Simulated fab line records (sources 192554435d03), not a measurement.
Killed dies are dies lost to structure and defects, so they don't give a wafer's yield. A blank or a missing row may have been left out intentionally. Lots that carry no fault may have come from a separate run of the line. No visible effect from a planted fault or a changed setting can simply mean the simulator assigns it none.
fab line records | flow n5_finfet
record lots=7 | wafers=20 | last_day=18
route steps=1938 shown BEOL_M13@1682 PASSIVATION@1936
lots that met no fault: taken from a fault-free run of the same line
start_h: start of the lot's first displayed wafer, in hours after the record's first day | wait_h: hours since the lot's step before | " repeats the value in the row above | L1.1+2: several wafers, shown together as one row | - no value, or no start was given | * or withheld: withheld | < > ~ a bound
route shown NAME@n: names a module that has steps shown in the file, with the first one's number in the route | usual: average and standard deviation across the fault-free wafers | same: alike in all rows | chamber/n: place in a boat | sites: per-site readings | _std_site: their standard deviation | _edge_site: mean of outer sites minus mean of inner sites | radius_mm: for every site, how far away it sits from the centre of the wafer | mask NAME#n: copy n | behind: the tool/chamber that last shaped the wafer | hold: why the lot went on hold/how many hours it stayed there/how the hold came to an end | device: the transistor (n, p or np) that didn't switch | end of line: the tests these same wafers got at the end of their route | a step given without rows: its recipe and nothing more | killed: not the wafer's yield, but the dies lost to structure and defects at the first sort | map: dies across one wafer; x = killed, . = not, _ = none there
set.NAME: the setting that was run; set.NAME@STEP: the one run at that earlier step | model.NAME: the simulator's own value behind a step, which no gauge read
a table for each step, a row for each wafer; lots at some steps of the route
services: a tool's chamber out of use, with start hour (start_h, from the record's first day; less than 0 if before it), hours out, and reason
## steps
# step N5_BEOL_M13_COAT_22
# recipe spin_rpm=2888 | resist_thk_nm=300
# step N5_BEOL_M13_EBR_24
# recipe solvent=PGMEA | ebr_width_mm=1.5
# step N5_BEOL_M13_SOFTBAKE_23
# recipe temp_c=130 | time_s=60
# step N5_BEOL_M13_EXPOSE_25
# recipe mask_id=M13 | na=0.93 | source_shape=conventional | sigma_outer=0.4 | polarization=unpolarized | target_cd_nm=210 | dose_mj=22
# step N5_BEOL_M13_PEB_26
# recipe peb_temp_c=130 | peb_time_s=90
# step N5_BEOL_M13_DEVELOP_27
# recipe develop_time_s=45 | rinse_liquid=diw | dry=air_spin | dev_temp_c=21
# step N5_BEOL_M13_HARDBAKE_32
# recipe temp_c=130 | time_s=120
# step N5_BEOL_M13_CD_MEAS_28
# recipe target_cd_nm=209.5 | landing_energy_ev=500 | detector=se_inlens
# usual cd_nm=209.4/1.1
lot.wafer | tool      | chamber | start_h | wait_h | cd_nm
L586.2    | cd_sem-03 | 0       | 249.83  | -      | 208.9
L586.3    | "         | 0       | "       | "      | 209.5
L586.5    | "         | 0       | "       | "      | 209.2
L587.2    | cd_sem-01 | 0       | 261.02  | -      | 209.6
L587.6    | "         | 0       | "       | "      | 209.9
L591.1    | cd_sem-01 | 0       | 291.02  | -      | 209.3
L591.5    | "         | 0       | "       | "      | 210.9
L591.6    | "         | 0       | "       | "      | 210.1
L603.3    | cd_sem-02 | 0       | 373.93  | -      | 209.2
L603.5    | "         | 0       | "       | "      | 208.5
L603.6    | "         | 0       | "       | "      | 207.9
L605.1    | cd_sem-03 | 0       | 374.04  | -      | 208.1
L605.3    | "         | 0       | "       | "      | 208.7
L605.5    | "         | 0       | "       | "      | 208.3
L606.4    | cd_sem-02 | 0       | 379.45  | -      | 209.9
L606.5    | "         | 0       | "       | "      | 208.9
L606.6    | "         | 0       | "       | "      | 209.5
L607.3    | cd_sem-02 | 0       | 403.19  | -      | 209.2
L607.4    | "         | 0       | "       | "      | 208.3
L607.6    | "         | 0       | "       | "      | 207.9
# step N5_BEOL_M13_OVL_MEAS_29
# recipe points_per_wafer=44
# usual M13_OVL=1/6.4
lot.wafer | tool       | chamber | start_h | wait_h | M13_OVL[nm]
L586.2    | overlay-01 | 0       | 249.86  | 0.0    | 5
L586.3    | "          | 0       | "       | "      | -5
L586.5    | "          | 0       | "       | "      | -2
L587.2    | overlay-01 | 0       | 261.05  | 0.0    | 5
L587.6    | "          | 0       | "       | "      | 5
L591.1    | overlay-01 | 0       | 291.05  | 0.0    | 0
L591.5    | "          | 0       | "       | "      | 10
L591.6    | "          | 0       | "       | "      | -6
L603.3    | overlay-01 | 0       | 373.96  | 0.0    | 9
L603.5    | "          | 0       | "       | "      | 7
L603.6    | "          | 0       | "       | "      | -4
L605.1    | overlay-02 | 0       | 374.07  | 0.0    | -4
L605.3    | "          | 0       | "       | "      | -4
L605.5    | "          | 0       | "       | "      | -11
L606.4    | overlay-01 | 0       | 379.48  | 0.0    | 1
L606.5    | "          | 0       | "       | "      | 1
L606.6    | "          | 0       | "       | "      | -1
L607.3    | overlay-02 | 0       | 403.22  | 0.0    | 0
L607.4    | "          | 0       | "       | "      | -7
L607.6    | "          | 0       | "       | "      | 1
# step N5_BEOL_M13_INSPECT_30
# recipe mode=adi | inspect_instrument=macro
# usual raw_defect_count=2.1/1.5
lot.wafer | tool              | chamber | start_h | wait_h | raw_defect_count
L586.2    | defect_inspect-01 | -       | 249.88  | 0.0    | 3
L586.3    | "                 | -       | "       | "      | 1
L586.5    | "                 | -       | "       | "      | 1
L587.2    | defect_inspect-02 | -       | 261.07  | 0.0    | 0
L587.6    | "                 | -       | "       | "      | 3
L591.1    | defect_inspect-02 | -       | 291.07  | 0.0    | 1
L591.5    | "                 | -       | "       | "      | 1
L591.6    | "                 | -       | "       | "      | 3
L603.3    | defect_inspect-01 | -       | 373.99  | 0.0    | 1
L603.5    | "                 | -       | "       | "      | 2
L603.6    | "                 | -       | "       | "      | 4
L605.1    | defect_inspect-01 | -       | 374.09  | 0.0    | 3
L605.3    | "                 | -       | "       | "      | 3
L605.5    | "                 | -       | "       | "      | 4
L606.4    | defect_inspect-01 | -       | 379.50  | 0.0    | 1
L606.5    | "                 | -       | "       | "      | 2
L606.6    | "                 | -       | "       | "      | 2
L607.3    | defect_inspect-02 | -       | 403.25  | 0.0    | 5
L607.4    | "                 | -       | "       | "      | 2
L607.6    | "                 | -       | "       | "      | 2
# step N5_BEOL_M13_DESCUM_33
# recipe chemistry=O2 | time_s=7.9 | source_power_w=50 | bias_power_w=20 | pressure_mtorr=20 | rf_frequency_hz=2.712e+07 | temp_c=40 | o2_flow_sccm=225
# usual drypump_motor_current_A=5.5/0.42 | oes_product_au=0.78/0.076 | rf_vpp_V=243.1/1.2 | showerhead_plenum_p_Torr=2.08/0.065 | throttle_valve_pct=20.41/0.16
lot.wafer | tool        | chamber | start_h | wait_h | drypump_motor_current_A | oes_product_au | rf_hours_counter_h | rf_vpp_V | showerhead_plenum_p_Torr | throttle_valve_pct
L586.2    | rie_diel-04 | 1       | 250.00  | 0.1    | 4.9                     | 0.85           | 77                 | 245.3    | 2.20                     | 20.46
L586.3    | "           | 3       | "       | "      | 5.3                     | 0.72           | 188                | 244.6    | 2.17                     | 20.66
L586.5    | "           | 2       | "       | "      | 5.3                     | 0.90           | -                  | 241.5    | 2.04                     | 20.09
L587.2    | rie_diel-04 | 2       | 261.40  | 0.3    | 5.3                     | 0.88           | 40                 | 243.7    | 2.04                     | 20.09
L587.6    | "           | 2       | "       | "      | 5.3                     | 0.89           | -                  | 243.9    | 2.04                     | 20.09
L591.1    | rie_diel-04 | 2       | 291.10  | 0.0    | 5.3                     | 0.87           | 49                 | 241.9    | 2.03                     | 20.07
L591.5    | "           | 2       | "       | "      | 5.3                     | 0.87           | -                  | 240.7    | 2.03                     | 20.09
L591.6    | "           | 3       | "       | "      | 5.2                     | 0.69           | -                  | 243.2    | 2.17                     | 20.67
L603.3    | rie_diel-05 | 3       | 374.02  | 0.0    | 5.8                     | 0.69           | 200                | 244.5    | 2.08                     | 20.58
L603.5    | "           | 1       | "       | "      | 5.8                     | 0.69           | -                  | 242.2    | 1.99                     | 20.35
L603.6    | "           | 2       | "       | "      | 6.1                     | 0.73           | -                  | 243.6    | 2.08                     | 20.44
L605.1    | rie_diel-04 | 0       | 374.23  | 0.1    | 5.6                     | 0.71           | 223                | 244.4    | 2.07                     | 20.54
L605.3    | "           | 1       | "       | "      | 4.9                     | 0.80           | 114                | 244.6    | 2.19                     | 20.53
L605.5    | "           | 2       | "       | "      | 5.3                     | 0.85           | -                  | 242.0    | 2.03                     | 20.14
L606.4    | rie_diel-03 | 2       | 379.54  | 0.0    | 5.4                     | 0.83           | 79                 | 242.7    | 2.03                     | 20.44
L606.5    | "           | 0       | "       | "      | 5.6                     | 0.69           | -                  | 242.8    | 2.06                     | 20.34
L606.6    | "           | 3       | "       | "      | 6.2                     | 0.75           | -                  | 242.0    | 2.01                     | 20.43
L607.3    | rie_diel-04 | 1       | 403.96  | 0.7    | 4.9                     | 0.79           | 128                | 244.8    | 2.19                     | 20.54
L607.4    | "           | 3       | "       | "      | 5.3                     | 0.68           | 232                | 243.7    | 2.15                     | 20.74
L607.6    | "           | 0       | "       | "      | 5.6                     | 0.70           | -                  | 241.8    | 2.07                     | 20.55
# step N5_BEOL_M13_ETCH_67
# recipe chemistry=CF4 | target=SiARC | target_depth_a=1430 | time_s=238.3 | ion_energy_ev=80 | pressure_mtorr=40 | source_w=545 | bias_w=36 | Ar_flow_sccm=100 | cf4_flow_sccm=100 | ends=cleared
# usual drypump_motor_current_A=5.5/0.42 | etch_rf_on_time_s=240/4.3 | oes_product_au=0.66/0.065 | rf_vpp_V=183.9/1.1 | showerhead_plenum_p_Torr=2.14/0.064 | throttle_valve_pct=15.61/0.16
lot.wafer | tool        | chamber | start_h | wait_h | drypump_motor_current_A | etch_rf_on_time_s | oes_product_au | rf_hours_counter_h | rf_vpp_V | showerhead_plenum_p_Torr | throttle_valve_pct
L586.2    | rie_diel-04 | 1       | 250.04  | 0.0    | 4.9                     | 240               | 0.72           | 77                 | 184.6    | 2.26                     | 15.63
L586.3    | "           | 3       | "       | "      | 5.3                     | 245               | 0.60           | 188                | 184.5    | 2.22                     | 15.88
L586.5    | "           | 2       | "       | "      | 5.3                     | 239               | 0.76           | -                  | 183.4    | 2.10                     | 15.31
L587.2    | rie_diel-04 | 2       | 261.43  | 0.0    | 5.3                     | 238               | 0.76           | 40                 | 184.2    | 2.10                     | 15.34
L587.6    | "           | 2       | "       | "      | 5.3                     | 238               | 0.76           | -                  | 183.0    | 2.10                     | 15.32
L591.1    | rie_diel-04 | 2       | 291.14  | 0.0    | 5.3                     | 237               | 0.75           | 49                 | 183.3    | 2.10                     | 15.33
L591.5    | "           | 2       | "       | "      | 5.3                     | 239               | 0.74           | -                  | 183.2    | 2.10                     | 15.35
L591.6    | "           | 3       | "       | "      | 5.3                     | 247               | 0.59           | -                  | 185.2    | 2.22                     | 15.89
L603.3    | rie_diel-05 | 3       | 374.05  | 0.0    | 5.8                     | 242               | 0.60           | 200                | 185.4    | 2.12                     | 15.74
L603.5    | "           | 1       | "       | "      | 5.8                     | 243               | 0.60           | -                  | 182.0    | 2.04                     | 15.61
L603.6    | "           | 2       | "       | "      | 6.1                     | 243               | 0.62           | -                  | 184.1    | 2.13                     | 15.67
L605.1    | rie_diel-04 | 1       | 374.26  | 0.0    | 4.9                     | 237               | 0.68           | 114                | 184.5    | 2.25                     | 15.71
L605.3    | "           | 0       | "       | "      | 5.7                     | 243               | 0.61           | 223                | 184.1    | 2.12                     | 15.73
L605.5    | "           | 2       | "       | "      | 5.3                     | 240               | 0.71           | -                  | 182.7    | 2.09                     | 15.41
L606.4    | rie_diel-03 | 2       | 379.58  | 0.0    | 5.4                     | 240               | 0.71           | 79                 | 182.7    | 2.09                     | 15.58
L606.5    | "           | 0       | "       | "      | 5.6                     | 239               | 0.60           | -                  | 184.8    | 2.11                     | 15.63
L606.6    | "           | 3       | "       | "      | 6.2                     | 235               | 0.65           | -                  | 182.8    | 2.06                     | 15.65
L607.3    | rie_diel-04 | 1       | 403.99  | 0.0    | 4.9                     | 236               | 0.67           | 128                | 185.8    | 2.24                     | 15.73
L607.4    | "           | 3       | "       | "      | 5.2                     | 248               | 0.57           | 232                | 183.6    | 2.21                     | 15.96
L607.6    | "           | 0       | "       | "      | 5.6                     | 241               | 0.60           | -                  | 185.1    | 2.12                     | 15.75
# step N5_BEOL_M13_ETCH_68
# recipe chemistry=N2/H2 | target=SOC | mask_material=SiARC | source_w=3000 | bias_w=350 | temp_c=40 | time_s=355 | ion_energy_ev=200 | pressure_mtorr=30 | n2_flow_sccm=200 | h2_flow_sccm=200
# usual drypump_motor_current_A=5.5/0.42 | oes_product_au=0.78/0.076 | rf_vpp_V=523.8/2.2 | showerhead_plenum_p_Torr=2.53/0.078 | throttle_valve_pct=17.79/0.19
lot.wafer | tool        | chamber | start_h | wait_h | drypump_motor_current_A | oes_product_au | rf_hours_counter_h | rf_vpp_V | showerhead_plenum_p_Torr | throttle_valve_pct | model.SiARC_of_BEOL_M13_COAT_66.thk_nm | model.BEOL_M13.cd_nm
L586.2    | rie_diel-04 | 1       | 250.18  | 0.1    | 4.9                     | 0.75           | 77                 | 527.8    | 2.68                     | 17.89              | 82.8                                   | 207.2
L586.3    | "           | 3       | "       | "      | 5.2                     | 0.71           | 188                | 526.0    | 2.63                     | 18.07              | 78                                     | 208.8
L586.5    | "           | 2       | "       | "      | 5.3                     | 0.89           | -                  | 521.2    | 2.48                     | 17.45              | 77.4                                   | 210.8
L587.2    | rie_diel-04 | 2       | 261.58  | 0.1    | 5.3                     | 0.79           | 41                 | 522.9    | 2.48                     | 17.45              | 83                                     | 208.8
L587.6    | "           | 2       | "       | "      | 5.3                     | 0.88           | -                  | 522.6    | 2.48                     | 17.45              | 77.4                                   | 212.2
L591.1    | rie_diel-04 | 2       | 291.29  | 0.1    | 5.3                     | 0.78           | 49                 | 522.3    | 2.48                     | 17.47              | 82.2                                   | 208.2
L591.5    | "           | 2       | "       | "      | 5.3                     | 0.86           | -                  | 523.5    | 2.48                     | 17.46              | 77.4                                   | 212.6
L591.6    | "           | 3       | "       | "      | 5.3                     | 0.70           | -                  | 526.4    | 2.63                     | 18.08              | 78                                     | 209.8
L603.3    | rie_diel-05 | 3       | 374.20  | 0.1    | 5.9                     | 0.69           | 200                | 521.8    | 2.52                     | 17.91              | 78.6                                   | 209
L603.5    | "           | 1       | "       | "      | 5.8                     | 0.69           | -                  | 521.2    | 2.41                     | 17.71              | 78.4                                   | 208
L603.6    | "           | 2       | "       | "      | 6.1                     | 0.73           | -                  | 523.4    | 2.52                     | 17.78              | 77.8                                   | 208
L605.1    | rie_diel-04 | 2       | 374.48  | 0.1    | 5.3                     | 0.84           | 74                 | 521.9    | 2.47                     | 17.51              | 77                                     | 210.4
L605.3    | "           | 1       | "       | "      | 4.9                     | 0.81           | -                  | 528.1    | 2.66                     | 17.97              | 76.8                                   | 209.6
L605.5    | "           | 2       | "       | "      | 5.3                     | 0.85           | -                  | 521.7    | 2.47                     | 17.52              | 76.8                                   | 208.2
L606.4    | rie_diel-03 | 2       | 379.72  | 0.1    | 5.4                     | 0.82           | 79                 | 522.4    | 2.46                     | 17.77              | 77.6                                   | 211
L606.5    | "           | 0       | "       | "      | 5.6                     | 0.69           | -                  | 523.7    | 2.50                     | 17.64              | 78                                     | 210
L606.6    | "           | 3       | "       | "      | 6.2                     | 0.75           | -                  | 522.2    | 2.45                     | 17.76              | 77.2                                   | 210.8
L607.3    | rie_diel-04 | 1       | 404.14  | 0.1    | 4.9                     | 0.79           | 128                | 524.2    | 2.66                     | 17.98              | 77                                     | 209.2
L607.4    | "           | 3       | "       | "      | 5.2                     | 0.67           | 232                | 526.0    | 2.61                     | 18.15              | 78                                     | 206.8
L607.6    | "           | 0       | "       | "      | 5.7                     | 0.71           | -                  | 524.8    | 2.52                     | 18.07              | 77.2                                   | 208.6
# step N5_BEOL_M13_STRIP_69
# recipe chemistry=N2/H2 | temp_c=40 | n2_flow_sccm=200 | h2_flow_sccm=200 | rf_frequency_hz=6e+07
# step N5_BEOL_M13_TRENCH_ETCH_34
# recipe chemistry=C4F8/O2/Ar | target=SiOC | target_depth_a=4134.7 | mask_material=SOC | pressure_mtorr=30 | source_w=3000 | bias_w=700 | Ar_flow_sccm=400 | C4F8_flow_sccm=15 | O2_flow_sccm=8 | he_inner_torr=15 | he_outer_torr=30 | time_s=162.6 | ion_energy_ev=250
# usual drypump_motor_current_A=5.5/0.42 | he_outer_torr=29.99/0.057 | oes_product_au=0.78/0.076 | rf_vpp_V=665.2/2.8 | showerhead_plenum_p_Torr=3.41/0.099 | throttle_valve_pct=24.20/0.15
lot.wafer | tool        | chamber | start_h | wait_h | drypump_motor_current_A | he_outer_torr | oes_product_au | rf_hours_counter_h | rf_vpp_V | showerhead_plenum_p_Torr | throttle_valve_pct
L586.2    | rie_diel-04 | 1       | 250.40  | 0.0    | 4.9                     | 29.96         | 0.84           | 77                 | 669.6    | 3.60                     | 24.32
L586.3    | "           | 3       | "       | "      | 5.3                     | 29.99         | 0.70           | 188                | 668.0    | 3.54                     | 24.50
L586.5    | "           | 2       | "       | "      | 5.3                     | 30.01         | 0.89           | -                  | 662.7    | 3.36                     | 23.96
L587.2    | rie_diel-04 | 2       | 261.80  | 0.0    | 5.3                     | 29.94         | 0.89           | 41                 | 663.7    | 3.36                     | 23.97
L587.6    | "           | 2       | "       | "      | 5.3                     | 30.04         | 0.88           | -                  | 664.3    | 3.36                     | 23.97
L591.1    | rie_diel-04 | 2       | 291.51  | 0.0    | 5.3                     | 30.03         | 0.88           | 49                 | 663.7    | 3.35                     | 23.99
L591.5    | "           | 2       | "       | "      | 5.3                     | 30.04         | 0.87           | -                  | 663.4    | 3.35                     | 23.98
L591.6    | "           | 3       | "       | "      | 5.2                     | 30.00         | 0.69           | -                  | 667.8    | 3.54                     | 24.49
L603.3    | rie_diel-05 | 3       | 374.42  | 0.0    | 5.8                     | 30.00         | 0.70           | 200                | 664.7    | 3.39                     | 24.28
L603.5    | "           | 1       | "       | "      | 5.8                     | 30.01         | 0.70           | -                  | 659.4    | 3.26                     | 24.12
L603.6    | "           | 2       | "       | "      | 6.1                     | 30.02         | 0.73           | -                  | 666.1    | 3.40                     | 24.19
L605.1    | rie_diel-04 | 2       | 374.81  | 0.0    | 5.3                     | 30.02         | 0.84           | 75                 | 662.8    | 3.34                     | 24.03
L605.3    | "           | 1       | "       | "      | 4.9                     | 30.02         | 0.80           | -                  | 670.6    | 3.58                     | 24.36
L605.5    | "           | 2       | "       | "      | 5.3                     | 30.00         | 0.85           | -                  | 663.5    | 3.34                     | 24.01
L606.4    | rie_diel-03 | 2       | 379.94  | 0.0    | 5.4                     | 29.99         | 0.83           | 79                 | 661.8    | 3.32                     | 24.22
L606.5    | "           | 0       | "       | "      | 5.6                     | 29.99         | 0.70           | -                  | 664.1    | 3.37                     | 24.08
L606.6    | "           | 3       | "       | "      | 6.2                     | 30.06         | 0.76           | -                  | 661.3    | 3.29                     | 24.21
L607.3    | rie_diel-04 | 1       | 404.36  | 0.0    | 4.9                     | 30.06         | 0.78           | 128                | 668.7    | 3.57                     | 24.39
L607.4    | "           | 3       | "       | "      | 5.3                     | 29.97         | 0.67           | 232                | 669.0    | 3.52                     | 24.54
L607.6    | "           | 0       | "       | "      | 5.7                     | 29.93         | 0.71           | -                  | 664.7    | 3.37                     | 24.28
# step N5_BEOL_M13_STRIP_70
# recipe chemistry=C4F8/O2/Ar | resist=SiARC | rf_frequency_hz=6e+07
# step N5_BEOL_M13_OCD_MEAS_35
# usual trench_depth_nm=412/5
lot.wafer | tool   | chamber | start_h | wait_h | trench_depth_nm
L586.2    | ocd-02 | -       | 250.58  | 0.0    | 411
L586.3    | "      | -       | "       | "      | 402
L586.5    | "      | -       | "       | "      | 413
L587.2    | ocd-02 | -       | 261.98  | 0.0    | 417
L587.6    | "      | -       | "       | "      | 412
L591.1    | ocd-01 | -       | 291.68  | 0.0    | 418
L591.5    | "      | -       | "       | "      | 415
L591.6    | "      | -       | "       | "      | 402
L603.3    | ocd-02 | -       | 374.60  | 0.0    | 406
L603.5    | "      | -       | "       | "      | 409
L603.6    | "      | -       | "       | "      | 410
L605.1    | ocd-02 | -       | 375.06  | 0.0    | 419
L605.3    | "      | -       | "       | "      | 414
L605.5    | "      | -       | "       | "      | 419
L606.4    | ocd-01 | -       | 380.12  | 0.0    | 414
L606.5    | "      | -       | "       | "      | 411
L606.6    | "      | -       | "       | "      | 417
L607.3    | ocd-02 | -       | 404.55  | 0.0    | 410
L607.4    | "      | -       | "       | "      | 402
L607.6    | "      | -       | "       | "      | 408
# step N5_BEOL_M13_STRIP_37
# recipe chemistry=N2/H2 | power_w=1000 | temp_c=250 | h2_frac=0.65 | overash_fraction=0.3 | pressure_mtorr=withheld | n2_flow_sccm=1750 | h2_flow_sccm=3250
# usual drypump_motor_current_A=5.6/0.37 | heater_power_w=338/19 | oes_product_au=0.784/0.011
lot.wafer | tool            | chamber | start_h | wait_h | drypump_motor_current_A | heater_power_w | oes_product_au | rf_hours_counter_h
L586.2    | plasma_asher-01 | 0       | 250.94  | 0.4    | 5.6                     | 361            | 0.779          | 72
L586.3    | "               | 0       | "       | "      | 5.6                     | 352            | 0.793          | -
L586.5    | "               | 0       | "       | "      | 5.5                     | 358            | 0.788          | -
L587.2    | plasma_asher-02 | 0       | 262.02  | 0.0    | 5.4                     | 317            | 0.780          | 128
L587.6    | "               | 0       | "       | "      | 5.4                     | 310            | 0.767          | -
L591.1    | plasma_asher-02 | 0       | 291.72  | 0.0    | 5.4                     | 313            | 0.797          | 134
L591.5    | "               | 0       | "       | "      | 5.4                     | 317            | 0.793          | -
L591.6    | "               | 1       | "       | "      | 5.1                     | 351            | 0.779          | -
L603.3    | plasma_asher-02 | 1       | 374.66  | 0.1    | 5.1                     | 351            | 0.783          | -
L603.5    | "               | 0       | "       | "      | 5.4                     | 320            | 0.783          | -
L603.6    | "               | 1       | "       | "      | 5.1                     | 341            | 0.760          | -
L605.1    | plasma_asher-01 | 0       | 375.10  | 0.0    | 5.6                     | 361            | 0.773          | 99
L605.3    | "               | 0       | "       | "      | 5.6                     | 366            | 0.783          | -
L605.5    | "               | 0       | "       | "      | 5.5                     | 359            | 0.788          | -
L606.4    | plasma_asher-02 | 1       | 380.18  | 0.1    | 5.1                     | 357            | 0.799          | -
L606.5    | "               | 1       | "       | "      | 5.1                     | 354            | 0.793          | -
L606.6    | "               | 0       | "       | "      | 5.4                     | 320            | 0.787          | -
L607.3    | plasma_asher-01 | 0       | 404.60  | 0.1    | 5.5                     | 373            | 0.794          | -
L607.4    | "               | 1       | "       | "      | 6.2                     | 324            | 0.798          | -
L607.6    | "               | 0       | "       | "      | 5.6                     | 356            | 0.795          | -
# step N5_BEOL_M13_ETCH_38
# recipe chemistry=CF4/N2 | target=SiCN | target_depth_a=675 | taper_deg=2 | time_s=71.9 | ion_energy_ev=150 | mask_material=SiO2 | pressure_mtorr=40 | source_w=430 | bias_w=70 | Ar_flow_sccm=100 | cf4_flow_sccm=60 | n2_flow_sccm=60
# usual drypump_motor_current_A=5.5/0.43 | oes_product_au=0.77/0.079 | rf_vpp_V=381.9/1.7 | showerhead_plenum_p_Torr=2.19/0.058 | throttle_valve_pct=15.44/0.15
lot.wafer | tool        | chamber | start_h | wait_h | drypump_motor_current_A | oes_product_au | rf_hours_counter_h | rf_vpp_V | showerhead_plenum_p_Torr | throttle_valve_pct | model.BEOL_M13.cd_nm
L586.2    | rie_diel-05 | 2       | 252.16  | -      | 6.1                     | 0.76           | 162                | 382.4    | 2.21                     | 15.41              | 207.2
L586.3    | "           | 0       | "       | "      | 4.8                     | 0.68           | 244                | 383.8    | 2.26                     | 15.62              | 208.6
L586.5    | "           | 1       | "       | "      | 5.8                     | 0.71           | -                  | 379.3    | 2.11                     | 15.37              | 211
L587.2    | rie_diel-03 | 0       | 266.41  | -      | 5.6                     | 0.73           | 205                | 380.8    | 2.19                     | 15.39              | 209
L587.6    | "           | 2       | "       | "      | 5.4                     | 0.89           | -                  | 380.8    | 2.16                     | 15.35              | 212.4
L591.1    | rie_diel-04 | 3       | 294.15  | -      | 5.2                     | 0.70           | 199                | 385.2    | 2.28                     | 15.73              | 208
L591.5    | "           | 3       | "       | "      | 5.2                     | 0.69           | -                  | 384.9    | 2.28                     | 15.72              | 212.6
L591.6    | "           | 0       | "       | "      | 5.6                     | 0.72           | -                  | 380.8    | 2.19                     | 15.53              | 209.6
L603.3    | rie_diel-03 | 3       | 374.85  | -      | 6.2                     | 0.77           | 129                | 380.2    | 2.12                     | 15.49              | 208.8
L603.5    | "           | 3       | "       | "      | 6.2                     | 0.77           | -                  | 379.8    | 2.12                     | 15.47              | 208
L603.6    | "           | 0       | "       | "      | 5.6                     | 0.71           | -                  | 380.8    | 2.18                     | 15.47              | 207.8
L605.1    | rie_diel-05 | 3       | 375.21  | -      | 5.8                     | 0.69           | 201                | 380.9    | 2.19                     | 15.58              | 210
L605.3    | "           | 2       | "       | "      | 6.1                     | 0.72           | 197                | 382.6    | 2.19                     | 15.49              | 209.6
L605.5    | "           | 0       | "       | "      | 4.7                     | 0.89           | -                  | 382.0    | 2.25                     | 15.18              | 208
L606.4    | rie_diel-05 | 0       | 380.72  | -      | 4.8                     | 0.89           | 24                 | 383.7    | 2.25                     | 15.19              | 211.2
L606.5    | "           | 1       | "       | "      | 5.8                     | 0.69           | -                  | 379.7    | 2.10                     | 15.45              | 210
L606.6    | "           | 0       | "       | "      | 4.8                     | 0.90           | -                  | 383.6    | 2.25                     | 15.20              | 210.8
L607.3    | rie_diel-04 | 1       | 405.41  | -      | 4.9                     | 0.79           | 128                | 386.5    | 2.31                     | 15.56              | 209.4
L607.4    | "           | 0       | "       | "      | 5.6                     | 0.71           | 227                | 381.2    | 2.18                     | 15.58              | 206.6
L607.6    | "           | 3       | "       | "      | 5.2                     | 0.67           | -                  | 384.3    | 2.27                     | 15.79              | 208.8
# step N5_BEOL_M13_PRECLEAN_39
# recipe chemistry=residue_remover | time_s=60 | temp_c=40
# step N5_PASSIVATION_PROBE_49
# usual defect_limited_yield=91.5/1.4 | killed_at_M0_to_M3=32/9.8 | killed_at_M4_up=13/5.3 | killed_at_contacts=13/6.4 | killed_at_front_end=39/10 | killed_at_other=3.1/2.5 | killed_dies=100/17 | killed_open=65/13 | killed_short=33/7.7 | sort_bin_5_function=5.0/0.93 | sort_bin_6_memory=3.2/0.69 | sort_n_pass=1080/17 | sort_yield_pct=91.5/1.4
# same gross_dies=1180 | killed_at_back_side=0 | sort_bin_4_leakage[%]=0 | sort_bin_8_speed[%]=0
lot.wafer | tool      | chamber | start_h | wait_h | defect_limited_yield[%] | killed_at_M0_to_M3 | killed_at_M4_up | killed_at_contacts | killed_at_front_end | killed_at_other | killed_dies | killed_open | killed_short | sort_bin_5_function[%] | sort_bin_6_memory[%] | sort_n_pass | sort_yield_pct[%]
L606.5    | prober-02 | -       | 413.08  | 0.2    | 93.4                    | 34                 | 5               | 7                  | 30                  | 2               | 78          | 46          | 29           | 3.6                    | 2.6                  | 1102        | 93.4
# killed by level:class
L606.5 FIN_SAQP:geometric_particle:open=10 BEOL_M2:geometric_particle:open=8 BEOL_M0_SAQP:geometric_particle:short=5 BEOL_M0_SAQP:geometric_particle:open=5 BEOL_M3:geometric_particle:open=5 FIN_SAQP:geometric_particle:short=4 MOL_CONTACT_COAG:geometric_particle:open=4 STARTING-WAFER:geometric_particle:open=4
## services
tool            | chamber | start_h | hours | kind
plasma_asher-02 | -       | 247.06  | 14.6  | pm
rie_diel-03     | 3       | 260.74  | 9.0   | repair
rie_diel-05     | -       | 265.48  | 2.8   | pm
rie_diel-05     | 0       | 278.99  | -     | clean
rie_diel-05     | 0       | 278.99  | -     | consumable_replace:focus_ring
rie_diel-05     | 0       | 278.99  | 22.2  | scheduled_down
rie_diel-05     | 0       | 278.99  | 22.2  | vent_cycle
rie_diel-04     | 0       | 312.76  | 5.1   | repair
plasma_asher-02 | -       | 313.98  | 4.0   | repair
rie_diel-03     | 1       | 323.78  | -     | clean
rie_diel-03     | 1       | 323.78  | -     | consumable_replace:focus_ring
rie_diel-03     | 1       | 323.78  | 14.6  | scheduled_down
rie_diel-03     | 1       | 323.78  | 14.6  | vent_cycle
rie_diel-03     | 0       | 340.47  | 4.7   | repair
rie_diel-05     | -       | 395.99  | 27.4  | repair
rie_diel-04     | 0       | 398.22  | 5.7   | repair
## key
first_sign none at tools or gauges
model_effect step=N5_BEOL_M13_ETCH_68 | value=SiARC_of_BEOL_M13_COAT_66.thk_nm | without=77.27 | struck=82.67
model_effect step=N5_BEOL_M13_ETCH_38 | value=BEOL_M13.cd_nm | without=210.9 | struck=208.1
met_at N5_BEOL_M13_ETCH_68
struck_wafers L586.2,L587.2,L591.1
fault kind=process_parameter_drift | tool=rie_diel-04 | chamber=- | onset_h=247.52 | steps=N5_BEOL_M13_ETCH_68 | channel=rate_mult | offset=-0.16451 | shape=step | end_h=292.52 | scope=struck_wafers_only
